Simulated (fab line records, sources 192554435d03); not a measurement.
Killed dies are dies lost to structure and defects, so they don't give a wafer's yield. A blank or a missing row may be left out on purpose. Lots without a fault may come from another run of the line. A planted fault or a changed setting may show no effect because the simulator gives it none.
fab line records | flow n5_finfet
record lots=20 wafers=60 last_day=20
route steps=1938 shown BEOL_M6@1232
lots that met no fault: from a run of the same line without faults
start_h: hours from the record's first day to the start of the lot's first wafer shown | wait_h: hours since the lot's step before | " the same as in the row above | L1.1+2: a row that stands for several wafers | - no value, or no start given | * or withheld: withheld | < > ~ a bound
route shown NAME@n: a module of which the file shows steps, and the number in the route of the first | usual: mean/standard deviation of fault-free wafers | same: alike in all rows | chamber/n: place in a boat | sites: the reading at each site | _std_site: their standard deviation | _edge_site: outer sites' mean less inner sites' | radius_mm: how far each site lies from the wafer's centre | mask NAME#n: copy n | behind: the tool/chamber that last shaped the wafer | hold: why the lot was held/for how many hours/how that ended | device: the transistor (n, p or np) that didn't switch | end of line: the same wafers' tests at the end of the route | a step without rows: its recipe alone | killed: dies lost to structure and defects at the first sort, not the wafer's yield | map: a wafer's dies, x killed, . not, _ none there
set.NAME: the setting as run; set.NAME@STEP: as run at that earlier step | model.NAME: the simulator's own value behind a step, which no gauge read
steps of the route over a sample of lots; a table a step, a row a wafer
services: from which hour (start_h, from the record's first day; less than 0 if before it) a tool's chamber was out of use, for how many hours, and why
## steps
# step N5_BEOL_M6_ETCH_65
# recipe chemistry=CF4 target=SiARC target_depth_a=156 mask_material=CAR-EUV time_s=26 ion_energy_ev=80 pressure_mtorr=40 source_w=545 bias_w=36 Ar_flow_sccm=100 cf4_flow_sccm=100 ends=cleared
# usual bias_w=36.00/0.11 drypump_motor_current_A=5.6/0.4 etch_rf_on_time_s=25.7/0.77 mfc_ar_sccm=100.0/0.3 oes_product_au=0.66/0.072 rf_fwd_power_W=531.7/1.4 rf_vpp_V=183.7/1.2 showerhead_plenum_p_Torr=2.12/0.081 throttle_valve_pct=15.66/0.26
# columns lot.wafer tool chamber start_h wait_h bias_w drypump_motor_current_A etch_rf_on_time_s mfc_ar_sccm oes_product_au rf_fwd_power_W rf_hours_counter_h rf_vpp_V showerhead_plenum_p_Torr throttle_valve_pct
L074.2 rie_diel-04 2 212.36 0.0 35.90 5.6 24.9 100.3 0.76 532.9 38 185.0 2.20 15.83
L074.3 " 3 " " 36.02 5.5 24.6 100.3 0.67 532.5 155 183.4 2.05 15.63
L074.5 " 2 " " 36.01 5.6 24.8 100.0 0.76 529.5 - 184.9 2.20 15.82
L075.3 rie_diel-04 3 241.65 0.0 36.14 5.5 24.5 99.9 0.67 529.9 165 183.4 2.05 15.65
L075.5 " 0 " " 35.96 5.7 26.6 100.0 0.65 533.1 - 183.8 2.12 15.21
L075.6 " 1 " " 36.12 6.1 26.0 99.4 0.62 531.3 - 182.8 2.06 15.98
L078.1 rie_diel-05 2 241.82 0.0 35.93 5.3 26.5 99.6 0.59 534.4 238 183.7 2.20 15.77
L078.3 " 1 " " 35.87 6.2 24.8 100.2 0.67 533.0 154 183.4 2.12 15.83
L078.6 " 1 " " 35.94 6.2 24.8 100.2 0.67 532.0 - 183.9 2.12 15.84
L077.1 rie_diel-05 2 250.21 0.0 35.81 5.3 26.5 99.8 0.59 531.3 241 185.1 2.20 15.78
L077.4 " 2 " " 35.74 5.3 26.8 100.4 0.58 531.2 - 183.9 2.20 15.77
L077.5 " 1 " " 35.92 6.2 25.0 100.1 0.66 532.0 - 183.1 2.12 15.85
L079.1 rie_diel-05 2 256.29 0.0 35.93 5.3 26.8 99.7 0.58 530.6 243 184.4 2.20 15.80
L079.4 " 2 " " 35.87 5.3 27.0 100.2 0.58 533.3 - 183.2 2.20 15.78
L079.6 " 1 " " 35.93 6.2 25.2 99.4 0.65 530.6 - 183.4 2.12 15.86
L082.2 rie_diel-04 1 269.26 0.0 36.06 6.1 26.2 100.1 0.61 532.6 206 182.0 2.06 16.00
L082.4 " 3 " " 36.10 5.5 24.8 99.6 0.66 531.5 - 183.9 2.04 15.67
L082.5 " 1 " " 36.00 6.2 26.2 100.3 0.61 529.5 - 182.7 2.06 16.01
L081.2 rie_diel-01 3 276.86 0.0 36.00 5.1 26.6 100.4 0.63 531.0 173 182.4 2.05 15.78
L081.3 " 2 " " 36.06 5.1 26.1 100.3 0.59 530.6 236 183.6 2.10 15.76
L081.4 " 0 " " 36.08 6.2 25.2 100.0 0.82 533.0 8 184.4 2.19 15.36
L080.1 rie_diel-01 3 279.31 0.0 35.99 5.0 26.3 100.6 0.63 529.6 175 184.1 2.05 15.80
L080.3 " 1 " " 36.13 5.8 26.7 100.1 0.65 532.4 149 186.0 2.23 15.46
L080.6 " 3 " " 36.14 5.1 26.3 100.0 0.64 532.6 - 182.0 2.05 15.81
L084.1 rie_diel-01 2 286.79 0.0 36.04 5.1 25.7 100.5 0.59 532.6 240 182.9 2.10 15.77
L084.4 " 1 " " 35.85 5.8 26.7 100.4 0.65 532.0 152 185.3 2.23 15.50
L084.6 " 2 " " 35.99 5.1 25.7 100.2 0.59 531.9 - 183.9 2.10 15.77
L085.1 rie_diel-04 0 295.16 0.0 35.90 5.8 26.7 100.0 0.63 532.5 163 184.2 2.12 15.24
L085.2 " 3 " " 36.07 5.5 24.5 100.5 0.65 531.6 185 184.1 2.04 15.67
L085.4 " 1 " " 36.01 6.1 26.0 100.0 0.60 531.8 217 182.9 2.05 16.01
L088.1 rie_diel-04 2 301.00 0.0 36.07 5.6 25.1 100.3 0.72 530.2 73 183.6 2.19 15.90
L088.2 " 0 " " 36.11 5.8 26.8 99.9 0.63 533.6 165 183.0 2.12 15.23
L088.6 " 0 " " 36.02 5.8 26.6 99.7 0.63 532.9 - 183.6 2.12 15.26
L087.1 rie_diel-05 3 312.18 0.0 36.02 5.5 24.8 99.9 0.81 530.7 21 186.8 2.29 15.17
L087.2 " 2 " " 35.84 5.3 25.3 100.0 0.80 532.7 12 185.7 2.19 15.35
L087.4 " 2 " " 35.80 5.3 25.4 99.8 0.80 533.5 - 185.1 2.19 15.37
L089.1 rie_diel-05 0 316.82 0.0 36.01 5.1 26.2 99.5 0.60 531.2 240 182.3 2.02 15.52
L089.2 " 2 " " 36.07 5.3 25.5 99.9 0.78 529.8 14 185.4 2.19 15.36
L089.6 " 3 " " 36.09 5.5 25.3 100.3 0.79 528.3 - 185.1 2.29 15.18
L086.2 rie_diel-05 3 318.56 0.0 36.04 5.4 25.1 100.4 0.81 530.5 23 185.3 2.29 15.19
L086.4 " 0 " " 35.96 5.1 26.3 100.2 0.60 532.8 240 182.7 2.02 15.54
L086.6 " 0 " " 35.89 5.1 26.4 100.3 0.59 534.6 - 182.1 2.02 15.53
L091.1 rie_diel-04 2 321.24 0.0 36.04 5.6 24.7 99.8 0.71 530.4 80 185.4 2.19 15.90
L091.4 " 3 " " 36.06 5.5 24.4 99.8 0.65 533.8 193 182.5 2.04 15.69
L091.5 " 3 " " 36.04 5.5 24.3 99.3 0.65 535.4 - 183.5 2.04 15.68
L093.3 rie_diel-01 3 334.80 0.0 36.00 5.0 26.7 100.1 0.61 530.7 197 182.7 2.04 15.84
L093.4 " 1 " " 35.92 5.8 27.0 100.3 0.63 531.1 - 184.8 2.23 15.53
L093.6 " 3 " " 36.01 5.1 26.4 99.9 0.62 531.0 - 182.2 2.04 15.85
L090.1 rie_diel-04 1 340.90 0.0 36.17 6.1 26.3 100.1 0.59 530.2 235 182.2 2.05 16.05
L090.3 " 3 " " 36.01 5.5 24.9 100.0 0.64 531.3 201 181.6 2.03 15.70
L090.5 " 3 " " 35.92 5.5 25.0 100.1 0.64 533.2 - 182.2 2.03 15.70
L092.1 rie_diel-05 1 341.02 0.0 35.93 6.2 26.2 99.6 0.63 532.7 183 184.0 2.11 15.91
L092.3 " 0 " " 35.99 5.1 26.7 99.6 0.59 532.1 247 182.8 2.02 15.54
L092.5 " 0 " " 35.91 5.1 26.6 99.8 0.59 532.6 - 183.6 2.01 15.55
L094.4 rie_diel-01 3 351.32 0.0 36.05 5.0 26.4 100.0 0.62 535.3 204 183.4 2.04 15.86
L094.5 " 1 " " 36.07 5.8 26.9 100.6 0.62 530.9 - 185.1 2.23 15.54
L094.6 " 0 " " 36.11 6.3 24.8 99.7 0.76 532.2 - 185.0 2.18 15.43
L097.1 rie_diel-04 1 368.15 0.0 36.06 6.1 25.9 100.3 0.58 532.5 250 183.6 2.04 16.08
L097.4 " 0 " " 35.94 5.8 26.4 100.1 0.62 529.6 178 182.3 2.11 15.27
L097.6 " 1 " " 35.98 6.1 25.8 99.9 0.58 530.4 - 181.5 2.04 16.09
# step N5_BEOL_M6_ETCH_66
# recipe chemistry=N2/H2 target=SOC target_depth_a=800 overetch_a=160 mask_material=SiARC temp_c=40 time_s=120 ion_energy_ev=200 pressure_mtorr=30 source_w=840 bias_w=150 n2_flow_sccm=200 h2_flow_sccm=200
# usual bias_w=150.0/0.44 drypump_motor_current_A=5.6/0.41 oes_product_au=0.59/0.058 rf_fwd_power_W=834.6/2.7 rf_vpp_V=523.2/2.8 showerhead_plenum_p_Torr=2.51/0.093 throttle_valve_pct=17.81/0.29
# columns lot.wafer tool chamber start_h wait_h bias_w drypump_motor_current_A oes_product_au rf_fwd_power_W rf_hours_counter_h rf_vpp_V showerhead_plenum_p_Torr throttle_valve_pct
L074.2 rie_diel-04 2 212.39 0.0 150.4 5.6 0.67 834.5 38 525.8 2.58 17.86
L074.3 " 3 " " 149.9 5.5 0.58 832.2 155 521.1 2.42 17.72
L074.5 " 2 " " 149.8 5.6 0.67 836.3 - 525.9 2.58 17.87
L075.3 rie_diel-04 3 241.68 0.0 150.5 5.5 0.58 833.1 165 521.1 2.42 17.76
L075.5 " 0 " " 150.0 5.9 0.58 832.4 - 522.8 2.56 17.60
L075.6 " 1 " " 150.0 6.2 0.55 838.1 - 521.3 2.42 18.08
L078.1 rie_diel-05 2 241.85 0.0 149.9 5.3 0.53 837.2 238 526.1 2.57 17.63
L078.3 " 1 " " 150.2 6.2 0.58 831.3 154 522.9 2.51 17.99
L078.6 " 1 " " 150.0 6.2 0.59 832.1 - 524.2 2.51 17.99
L077.1 rie_diel-05 2 250.24 0.0 150.5 5.3 0.53 834.0 241 525.4 2.57 17.63
L077.4 " 2 " " 149.6 5.3 0.53 834.3 - 525.5 2.57 17.62
L077.5 " 1 " " 150.6 6.2 0.58 834.8 - 524.3 2.51 18.03
L079.1 rie_diel-05 2 256.32 0.0 149.7 5.3 0.53 836.9 243 525.1 2.57 17.62
L079.4 " 2 " " 149.8 5.3 0.53 835.3 - 525.3 2.57 17.63
L079.6 " 1 " " 149.7 6.2 0.58 827.6 - 524.5 2.51 18.03
L082.2 rie_diel-04 1 269.29 0.0 149.6 6.2 0.55 836.6 206 521.2 2.42 18.10
L082.4 " 3 " " 149.4 5.5 0.57 837.9 - 520.9 2.42 17.76
L082.5 " 1 " " 150.6 6.2 0.55 838.0 - 520.4 2.42 18.09
L081.2 rie_diel-01 3 276.89 0.0 150.1 5.1 0.57 836.7 173 521.0 2.40 17.78
L081.3 " 2 " " 150.4 5.1 0.53 835.6 236 523.1 2.53 18.34
L081.4 " 0 " " 149.4 6.2 0.72 829.5 8 525.4 2.58 17.43
L080.1 rie_diel-01 3 279.34 0.0 150.2 5.0 0.57 836.9 175 521.2 2.40 17.78
L080.3 " 1 " " 150.2 5.8 0.59 834.4 149 527.2 2.68 17.80
L080.6 " 3 " " 150.3 5.1 0.57 836.7 - 521.0 2.40 17.76
L084.1 rie_diel-01 2 286.82 0.0 150.0 5.1 0.53 832.3 240 522.5 2.53 18.35
L084.4 " 1 " " 150.3 5.8 0.58 832.4 152 527.0 2.68 17.80
L084.6 " 2 " " 150.1 5.1 0.53 833.2 - 523.3 2.53 18.33
L085.1 rie_diel-04 0 295.19 0.0 149.4 5.8 0.57 833.7 163 521.9 2.55 17.62
L085.2 " 3 " " 149.7 5.5 0.56 837.3 185 522.0 2.41 17.79
L085.4 " 1 " " 150.9 6.1 0.53 832.1 217 520.4 2.42 18.13
L088.1 rie_diel-04 2 301.03 0.0 150.6 5.6 0.63 836.5 73 524.6 2.56 17.92
L088.2 " 0 " " 150.2 5.8 0.57 838.0 165 521.3 2.55 17.63
L088.6 " 0 " " 149.8 5.8 0.57 835.1 - 522.8 2.55 17.62
L087.1 rie_diel-05 3 312.21 0.0 150.9 5.5 0.70 836.4 21 528.1 2.67 17.09
L087.2 " 2 " " 149.6 5.3 0.70 833.3 12 525.4 2.56 17.27
L087.4 " 2 " " 150.1 5.3 0.71 835.5 - 526.3 2.56 17.27
L089.1 rie_diel-05 0 316.85 0.0 150.2 5.1 0.54 833.3 240 519.3 2.41 17.88
L089.2 " 2 " " 150.4 5.2 0.69 829.7 14 526.8 2.56 17.27
L089.6 " 3 " " 151.0 5.5 0.70 833.5 - 528.6 2.67 17.08
L086.2 rie_diel-05 3 318.59 0.0 150.2 5.4 0.70 838.1 23 528.5 2.67 17.07
L086.4 " 0 " " 150.2 5.1 0.54 838.8 240 520.1 2.41 17.90
L086.6 " 0 " " 150.0 5.1 0.54 839.4 - 521.0 2.41 17.89
L091.1 rie_diel-04 2 321.27 0.0 150.2 5.6 0.62 832.9 80 525.0 2.56 17.93
L091.4 " 3 " " 149.5 5.5 0.56 834.4 193 521.1 2.41 17.79
L091.5 " 3 " " 150.4 5.5 0.57 835.0 - 520.9 2.41 17.80
L093.3 rie_diel-01 3 334.83 0.0 149.9 5.0 0.57 832.0 197 519.8 2.39 17.81
L093.4 " 1 " " 150.4 5.8 0.57 833.7 - 527.4 2.67 17.83
L093.6 " 3 " " 150.0 5.0 0.55 838.6 - 520.9 2.39 17.82
L090.1 rie_diel-04 1 340.93 0.0 149.7 6.1 0.54 836.3 235 520.2 2.41 18.15
L090.3 " 3 " " 150.1 5.5 0.56 829.3 201 519.9 2.41 17.80
L090.5 " 3 " " 150.3 5.5 0.55 832.5 - 520.1 2.40 17.82
L092.1 rie_diel-05 1 341.05 0.0 149.9 6.2 0.56 829.2 183 523.9 2.50 18.06
L092.3 " 0 " " 149.3 5.1 0.53 837.9 247 520.1 2.40 17.89
L092.5 " 0 " " 149.1 5.1 0.54 839.8 - 521.4 2.40 17.90
L094.4 rie_diel-01 3 351.35 0.0 149.6 5.1 0.56 840.2 204 520.9 2.39 17.84
L094.5 " 1 " " 149.8 5.8 0.57 829.1 - 526.3 2.66 17.86
L094.6 " 0 " " 149.7 6.2 0.66 839.0 - 527.2 2.57 17.50
L097.1 rie_diel-04 1 368.18 0.0 149.6 6.2 0.53 836.3 250 519.2 2.40 18.20
L097.4 " 0 " " 149.7 5.8 0.57 836.3 178 524.9 2.54 17.65
L097.6 " 1 " " 149.8 6.1 0.53 835.1 - 518.9 2.40 18.17
# step N5_BEOL_M6_TRENCH_ETCH_37
# recipe chemistry=C4F6/O2 target_depth_a=944.35 target=SiCOH_lowk time_s=31.5 ion_energy_ev=250 pressure_mtorr=30 source_w=345 bias_w=185 Ar_flow_sccm=300 C4F6_flow_sccm=10 O2_flow_sccm=10
# usual bias_w=185.0/0.52 drypump_motor_current_A=5.6/0.4 mfc_ar_sccm=300.2/0.79 oes_product_au=0.77/0.085 rf_fwd_power_W=339.9/1.6 rf_vpp_V=667/18 showerhead_plenum_p_Torr=2.83/0.11 throttle_valve_pct=21.01/0.25
# columns lot.wafer tool chamber start_h wait_h bias_w drypump_motor_current_A mfc_ar_sccm oes_product_au rf_fwd_power_W rf_hours_counter_h rf_vpp_V showerhead_plenum_p_Torr throttle_valve_pct
L074.2 rie_diel-04 2 - - 184.7 5.6 300.9 0.89 338.7 38 666 2.93 21.29
L074.3 " 3 " " 185.1 5.5 300.7 0.78 342.0 155 642 2.73 20.88
L074.5 " 2 " " 185.1 5.6 301.9 0.90 336.9 - 666 2.93 21.28
L075.3 rie_diel-04 3 - - 184.4 5.5 299.6 0.77 341.9 165 642 2.72 20.91
L075.5 " 0 " " 185.6 5.8 300.0 0.76 337.6 - 701 2.84 20.47
L075.6 " 1 " " 185.3 6.2 299.6 0.72 339.8 - 654 2.73 21.24
L078.1 rie_diel-05 2 - - 185.2 5.3 300.0 0.68 340.8 238 673 2.95 21.19
L078.3 " 1 " " 185.4 6.2 299.5 0.77 335.8 154 666 2.83 21.25
L078.6 " 1 " " 185.4 6.2 299.9 0.77 337.6 - 667 2.83 21.22
L077.1 rie_diel-05 2 - - 184.8 5.3 300.1 0.68 340.7 241 672 2.95 21.20
L077.4 " 2 " " 184.8 5.3 301.3 0.67 341.1 - 672 2.95 21.18
L077.5 " 1 " " 185.0 6.2 300.2 0.76 337.4 - 667 2.83 21.24
L079.1 rie_diel-05 2 - - 184.7 5.3 300.4 0.69 341.9 243 672 2.95 21.19
L079.4 " 2 " " 184.5 5.3 300.9 0.67 340.7 - 671 2.95 21.18
L079.6 " 1 " " 185.1 6.1 298.9 0.77 336.4 - 668 2.83 21.24
L082.2 rie_diel-04 1 - - 184.7 6.2 302.3 0.72 339.6 206 654 2.73 21.26
L082.4 " 3 " " 184.5 5.5 299.4 0.76 342.6 - 641 2.72 20.93
L082.5 " 1 " " 184.8 6.2 299.0 0.71 340.3 - 654 2.73 21.27
L081.2 rie_diel-01 3 - - 184.2 5.1 299.4 0.74 340.0 173 673 2.71 21.02
L081.3 " 2 " " 184.3 5.1 301.6 0.68 339.3 236 654 2.82 21.17
L081.4 " 0 " " 184.3 6.2 300.4 0.95 339.2 9 654 2.93 20.80
L080.1 rie_diel-01 3 - - 184.3 5.1 300.3 0.74 340.4 175 673 2.71 21.01
L080.3 " 1 " " 185.0 5.8 300.2 0.78 340.3 149 705 2.99 20.88
L080.6 " 3 " " 184.8 5.0 301.0 0.74 340.9 - 672 2.71 21.02
L084.1 rie_diel-01 2 - - 184.3 5.2 300.7 0.69 341.4 240 654 2.82 21.19
L084.4 " 1 " " 185.3 5.8 298.2 0.76 339.7 152 705 2.99 20.89
L084.6 " 2 " " 184.6 5.2 300.6 0.69 342.5 - 654 2.82 21.19
L085.1 rie_diel-04 0 - - 185.4 5.7 300.0 0.74 338.6 163 700 2.83 20.51
L085.2 " 3 " " 185.7 5.5 300.8 0.76 340.5 185 641 2.71 20.93
L085.4 " 1 " " 185.8 6.2 301.2 0.70 341.8 218 655 2.72 21.27
L088.1 rie_diel-04 2 - - 185.5 5.6 301.1 0.84 338.6 73 666 2.91 21.33
L088.2 " 0 " " 184.0 5.8 300.0 0.75 339.2 165 700 2.83 20.51
L088.6 " 0 " " 184.7 5.8 300.4 0.74 339.8 - 700 2.83 20.49
L087.1 rie_diel-05 3 - - 185.2 5.5 300.6 0.94 339.4 22 668 3.05 20.60
L087.2 " 2 " " 184.6 5.3 299.8 0.94 340.1 12 673 2.94 20.91
L087.4 " 2 " " 184.8 5.3 300.1 0.94 338.4 - 672 2.94 20.91
L089.1 rie_diel-05 0 - - 185.7 5.1 300.6 0.71 339.9 240 664 2.69 20.84
L089.2 " 2 " " 185.0 5.3 299.9 0.93 340.0 14 672 2.94 20.93
L089.6 " 3 " " 184.7 5.4 301.6 0.94 339.9 - 666 3.05 20.59
L086.2 rie_diel-05 3 - - 184.9 5.4 300.5 0.94 339.8 24 668 3.05 20.60
L086.4 " 0 " " 184.4 5.2 300.3 0.70 341.5 241 664 2.69 20.84
L086.6 " 0 " " 185.2 5.2 299.5 0.70 341.3 - 663 2.69 20.83
L091.1 rie_diel-04 2 - - 185.0 5.6 299.5 0.83 338.6 80 666 2.91 21.33
L091.4 " 3 " " 185.9 5.5 301.5 0.74 341.1 193 641 2.71 20.95
L091.5 " 3 " " 184.9 5.5 301.3 0.75 340.2 - 641 2.71 20.94
L093.3 rie_diel-01 3 - - 184.6 5.0 300.1 0.72 339.3 197 673 2.70 21.08
L093.4 " 1 " " 185.5 5.9 300.4 0.75 337.5 - 706 2.99 20.92
L093.6 " 3 " " 185.0 5.0 299.1 0.72 340.2 - 674 2.70 21.07
L090.1 rie_diel-04 1 - - 184.8 6.1 301.4 0.68 340.9 235 654 2.71 21.33
L090.3 " 3 " " 184.1 5.5 301.5 0.73 341.5 201 642 2.71 20.94
L090.5 " 3 " " 184.9 5.5 300.6 0.74 342.2 - 639 2.71 20.95
L092.1 rie_diel-05 1 - - 184.3 6.2 300.6 0.74 336.8 183 667 2.82 21.26
L092.3 " 0 " " 184.6 5.1 300.2 0.69 339.8 247 663 2.69 20.84
L092.5 " 0 " " 184.3 5.1 300.6 0.69 341.3 - 664 2.69 20.83
L094.4 rie_diel-01 3 - - 185.4 5.1 299.6 0.72 341.0 204 673 2.70 21.07
L094.5 " 1 " " 184.4 5.9 301.0 0.73 340.6 - 706 2.98 20.94
L094.6 " 0 " " 185.2 6.2 299.5 0.88 338.8 - 653 2.91 20.84
L097.1 rie_diel-04 1 - - 184.1 6.1 300.5 0.68 341.0 250 655 2.71 21.32
L097.4 " 0 " " 185.1 5.8 301.3 0.74 337.6 178 699 2.82 20.52
L097.6 " 1 " " 184.6 6.1 299.9 0.69 340.7 - 654 2.71 21.34
# step N5_BEOL_M6_DEGAS_44
# recipe ambient=vacuum temp_c=250 time_s=60
# usual heater_power_w=333/22 susceptor_temp_C=250.00/0.18
# columns lot.wafer tool chamber start_h wait_h heater_power_w susceptor_temp_C
L074.2 pvd_sputter-03 - 213.33 0.3 357 249.95
L074.3 " - " " 324 249.79
L074.5 " - " " 367 249.82
L075.3 pvd_sputter-01 - 242.57 0.2 348 249.96
L075.5 " - " " 306 249.94
L075.6 " - " " 361 250.30
L078.1 pvd_sputter-01 - 244.93 2.3 334 249.93
L078.3 " - " " 308 249.78
L078.6 " - " " 362 249.97
L077.1 pvd_sputter-01 - 251.23 0.4 369 249.90
L077.4 " - " " 334 249.93
L077.5 " - " " 350 249.90
L079.1 pvd_sputter-02 - 257.56 0.4 317 249.86
L079.4 " - " " 282 250.30
L079.6 " - " " 341 250.13
L082.2 pvd_sputter-03 - 270.46 0.5 311 249.83
L082.4 " - " " 340 250.20
L082.5 " - " " 352 250.14
L081.2 pvd_sputter-03 - 279.20 1.6 339 250.43
L081.3 " - " " 310 250.11
L081.4 " - " " 311 249.99
L080.1 pvd_sputter-01 - 280.30 0.4 377 249.81
L080.3 " - " " 302 250.11
L080.6 " - " " 376 249.91
L084.1 pvd_sputter-01 - 288.12 0.7 337 250.11
L084.4 " - " " 369 250.33
L084.6 " - " " 360 250.11
L085.1 pvd_sputter-03 - 296.14 0.4 310 249.55
L085.2 " - " " 369 249.89
L085.4 " - " " 318 249.95
L088.1 pvd_sputter-03 - 302.04 0.4 365 250.20
L088.2 " - " " 305 249.87
L088.6 " - " " 324 249.87
L087.1 pvd_sputter-03 - 313.21 0.4 339 250.15
L087.2 " - " " 319 250.20
L087.4 " - " " 328 250.12
L089.1 pvd_sputter-01 - 317.98 0.5 333 250.12
L089.2 " - " " 298 250.10
L089.6 " - " " 363 249.75
L086.2 pvd_sputter-03 - 321.45 2.2 325 249.94
L086.4 " - " " 317 249.86
L086.6 " - " " 327 250.04
L091.1 pvd_sputter-03 - 322.37 0.5 353 250.20
L091.4 " - " " 338 249.89
L091.5 " - " " 356 249.99
L093.3 pvd_sputter-03 - 336.24 0.6 339 249.64
L093.4 " - " " 317 249.96
L093.6 " - " " 310 250.00
L092.1 pvd_sputter-03 - 342.04 0.3 320 249.96
L092.3 " - " " 331 250.13
L092.5 " - " " 345 250.28
L090.1 pvd_sputter-01 - 342.12 0.5 305 250.05
L090.3 " - " " 371 250.24
L090.5 " - " " 335 250.17
L094.4 pvd_sputter-02 - 354.28 2.0 293 250.03
L094.5 " - " " 284 250.04
L094.6 " - " " 311 249.70
L097.1 pvd_sputter-02 - 369.07 0.3 300 250.15
L097.4 " - " " 324 250.00
L097.6 " - " " 313 249.80
# step N5_BEOL_M6_SPUTTER_48
# recipe material=Cu target_thk_a=100 temp_c=-20 bias_v=60 power_w=26000 chamber_pressure_pa=0.13 time_s=1.667
# usual susceptor_temp_C=-20.00/0.1 throttle_valve_pct=29.6/0.87
# columns lot.wafer tool chamber start_h wait_h susceptor_temp_C throttle_valve_pct
L074.2 pvd_sputter-01 - 213.97 0.1 -20.11 30.8
L074.3 " - " " -20.16 30.9
L074.5 " - " " -20.10 30.8
L075.3 pvd_sputter-01 - 244.85 1.1 -19.98 29.1
L075.5 " - " " -20.02 29.1
L075.6 " - " " -19.96 30.7
L078.1 pvd_sputter-03 - 245.80 0.3 -19.95 28.4
L078.3 " - " " -20.10 29.9
L078.6 " - " " -20.00 28.4
L077.1 pvd_sputter-01 - 252.27 0.3 -20.20 28.8
L077.4 " - " " -20.02 30.3
L077.5 " - " " -19.88 28.7
L079.1 pvd_sputter-01 - 258.67 0.4 -20.04 28.9
L079.4 " - " " -20.10 30.6
L079.6 " - " " -19.91 30.7
L082.2 pvd_sputter-02 - 271.48 0.3 -20.02 29.7
L082.4 " - " " -19.93 29.5
L082.5 " - " " -19.99 29.6
L081.2 pvd_sputter-01 - 279.88 0.1 -20.04 30.5
L081.3 " - " " -20.09 28.8
L081.4 " - " " -20.01 30.7
L080.1 pvd_sputter-02 - 281.95 0.8 -19.86 30.5
L080.3 " - " " -20.17 28.8
L080.6 " - " " -19.97 30.1
L084.1 pvd_sputter-02 - 288.71 0.1 -19.98 29.4
L084.4 " - " " -19.85 30.3
L084.6 " - " " -20.03 29.5
L085.1 pvd_sputter-01 - 296.81 0.1 -20.07 28.6
L085.2 " - " " -20.10 29.0
L085.4 " - " " -19.85 30.8
L088.1 pvd_sputter-02 - 302.74 0.1 -19.86 28.8
L088.2 " - " " -20.04 30.4
L088.6 " - " " -20.08 30.5
L087.1 pvd_sputter-02 - 313.97 0.1 -19.93 28.8
L087.2 " - " " -20.22 29.2
L087.4 " - " " -19.98 30.1
L089.1 pvd_sputter-02 - 319.12 0.3 -20.11 29.5
L089.2 " - " " -20.17 29.3
L089.6 " - " " -19.97 30.3
L086.2 pvd_sputter-03 - 322.17 0.1 -20.14 29.1
L086.4 " - " " -20.08 31.2
L086.6 " - " " -19.90 28.6
L091.1 pvd_sputter-02 - 323.12 0.1 -19.89 30.4
L091.4 " - " " -20.07 30.3
L091.5 " - " " -20.05 29.4
L093.3 pvd_sputter-01 - 337.50 0.1 -20.04 28.2
L093.4 " - " " -20.02 30.7
L093.6 " - " " -19.97 30.4
L092.1 pvd_sputter-01 - 342.94 0.2 -20.04 28.7
L092.3 " - " " -19.89 30.8
L092.5 " - " " -19.97 30.7
L090.1 pvd_sputter-01 - 343.06 0.3 -19.93 28.4
L090.3 " - " " -20.09 30.8
L090.5 " - " " -20.06 28.4
L094.4 pvd_sputter-03 - 355.05 0.1 -19.84 29.8
L094.5 " - " " -20.02 29.2
L094.6 " - " " -19.83 28.5
L097.1 pvd_sputter-03 - 369.66 0.1 -20.12 28.7
L097.4 " - " " -20.05 31.3
L097.6 " - " " -20.09 31.2
# step N5_BEOL_M6_THK_MEAS_53
# recipe thk_meas_gauge=xrf reads=Cu_of_BEOL_M6_ECD_50
# usual M6_THK=79.7/2.5
# columns lot.wafer tool chamber start_h wait_h M6_THK[nm]
L074.2 film_metro-02 - 214.78 - 84.9
L074.3 " - " " 82.2
L074.5 " - " " 84.1
L075.3 film_metro-02 - 245.65 - 80.7
L075.5 " - " " 80.0
L075.6 " - " " 76.7
L078.1 film_metro-01 - 246.62 - 78.6
L078.3 " - " " 82.4
L078.6 " - " " 80.8
L077.1 film_metro-01 - 253.36 - 77.3
L077.4 " - " " 74.3
L077.5 " - " " 81.1
L079.1 film_metro-02 - 259.47 - 78.2
L079.4 " - " " 76.5
L079.6 " - " " 81.9
L082.2 film_metro-02 - 272.47 - 77.4
L082.4 " - " " 80.5
L082.5 " - " " 78.0
L081.2 film_metro-02 - 280.76 - 76.5
L081.3 " - " " 76.1
L081.4 " - " " 80.3
L080.1 film_metro-02 - 282.75 - 77.8
L080.3 " - " " 77.1
L080.6 " - " " 77.6
L084.1 film_metro-02 - 289.75 - 77.2
L084.4 " - " " 78.4
L084.6 " - " " 78.3
L085.1 film_metro-02 - 297.93 - 80.1
L085.2 " - " " 82.0
L085.4 " - " " 78.6
L088.1 film_metro-01 - 303.72 - 83.4
L088.2 " - " " 80.9
L088.6 " - " " 76.2
L087.1 film_metro-01 - 315.12 - 86.9
L087.2 " - " " 83.5
L087.4 " - " " 80.7
L089.1 film_metro-01 - 320.40 - 80.6
L089.2 " - " " 85.3
L089.6 " - " " 85.3
L086.2 film_metro-02 - 322.97 - 82.1
L086.4 " - " " 76.1
L086.6 " - " " 77.7
L091.1 film_metro-01 - 324.39 - 84.1
L091.4 " - " " 80.0
L091.5 " - " " 82.0
L093.3 film_metro-02 - 338.31 - 76.8
L093.4 " - " " 74.9
L093.6 " - " " 76.6
L092.1 film_metro-02 - 343.74 - 80.0
L092.3 " - " " 79.1
L092.5 " - " " 79.2
L090.1 film_metro-02 - 344.18 - 76.5
L090.3 " - " " 81.1
L090.5 " - " " 81.0
L094.4 film_metro-02 - 356.15 - 75.7
L094.5 " - " " 74.7
L094.6 " - " " 79.1
L097.1 film_metro-02 - 370.51 - 77.8
L097.4 " - " " 82.0
L097.6 " - " " 80.8
## services
# columns tool chamber start_h hours kind
rie_diel-04 2 196.85 3.7 repair
pvd_sputter-01 - 219.23 4.0 repair
rie_diel-01 0 223.62 - clean
rie_diel-01 0 223.62 - consumable_replace:focus_ring
rie_diel-01 0 223.62 32.8 scheduled_down
rie_diel-05 3 240.08 - clean
rie_diel-05 3 240.08 - consumable_replace:focus_ring
rie_diel-05 3 240.08 - consumable_replace:showerhead
rie_diel-05 3 240.08 25.9 scheduled_down
rie_diel-05 3 240.08 25.9 vent_cycle
rie_diel-04 0 268.44 10.6 repair
rie_diel-05 2 269.41 - clean
rie_diel-05 2 269.41 - consumable_replace:focus_ring
rie_diel-05 2 269.41 16.1 scheduled_down
rie_diel-05 2 269.41 16.1 vent_cycle
rie_diel-04 3 273.77 2.0 repair
rie_diel-05 1 286.76 30.4 repair
rie_diel-01 1 313.20 6.2 repair
rie_diel-05 0 350.11 - clean
rie_diel-05 0 350.11 - consumable_replace:focus_ring
rie_diel-05 0 350.11 - consumable_replace:showerhead
rie_diel-05 0 350.11 16.8 scheduled_down
rie_diel-05 0 350.11 16.8 vent_cycle
rie_diel-01 - 351.84 15.6 pm
## key
fault none
